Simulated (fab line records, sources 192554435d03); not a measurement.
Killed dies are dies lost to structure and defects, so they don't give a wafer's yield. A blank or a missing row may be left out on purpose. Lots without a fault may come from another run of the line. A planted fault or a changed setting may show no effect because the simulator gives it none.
Which tool did it? | flow n5_finfet | 11 lots, 30 wafers sampled, at 1 step of a route of 1938

WHAT THE GAUGES READ, wafer by wafer
N5_BEOL_M6_THK_MEAS_01.
lot  | measured     | on            | M6_ILD_THK (nm)
L735 | day 8 09:04  | film_metro-02 | 156.0 158.7 157.1
L736 | day 8 15:41  | film_metro-02 | 153.0 155.8 155.9
L739 | day 9 14:55  | film_metro-01 | 151.8 156.7 155.3
L740 | day 9 16:01  | film_metro-01 | 153.2 153.0 154.9
L742 | day 10 07:43 | film_metro-01 | 153.3 155.4 156.3
L748 | day 11 15:32 | film_metro-01 | 152.8 156.1
L750 | day 12 04:04 | film_metro-01 | 156.1 156.2
L749 | day 12 10:37 | film_metro-01 | 157.0 155.0
L754 | day 13 02:23 | film_metro-01 | 153.0 155.1 156.4
L756 | day 13 13:10 | film_metro-01 | 154.1 156.8 157.8
L758 | day 14 21:31 | film_metro-02 | 154.8 154.0 156.3

WHICH TOOL RAN EACH LOT (tool, then ch and the chambers of the sampled wafers, then the start)
The record holds no process step before these readings.

THE ANSWER, worked out from the rows above alone
Rule: what is usual is taken from the lots themselves. Put in order of their means at a reading, lots are off if they are a third of the lots or fewer, leave a main group of 4 or more, and stand apart from it by a gap of 3 or more times the standard deviation of the main group's means; of several such gaps the widest counts. A main group whose means are all the same, to the digits that the tables above print for the reading, isn't used. A lot without any number at a reading at which 4 lots or more have one is off too. The other lots that the step has rows for count as sound.
No lot is off at any reading shown: from this, nothing can be told.

WHAT THE SIMULATOR HAD PUT IN
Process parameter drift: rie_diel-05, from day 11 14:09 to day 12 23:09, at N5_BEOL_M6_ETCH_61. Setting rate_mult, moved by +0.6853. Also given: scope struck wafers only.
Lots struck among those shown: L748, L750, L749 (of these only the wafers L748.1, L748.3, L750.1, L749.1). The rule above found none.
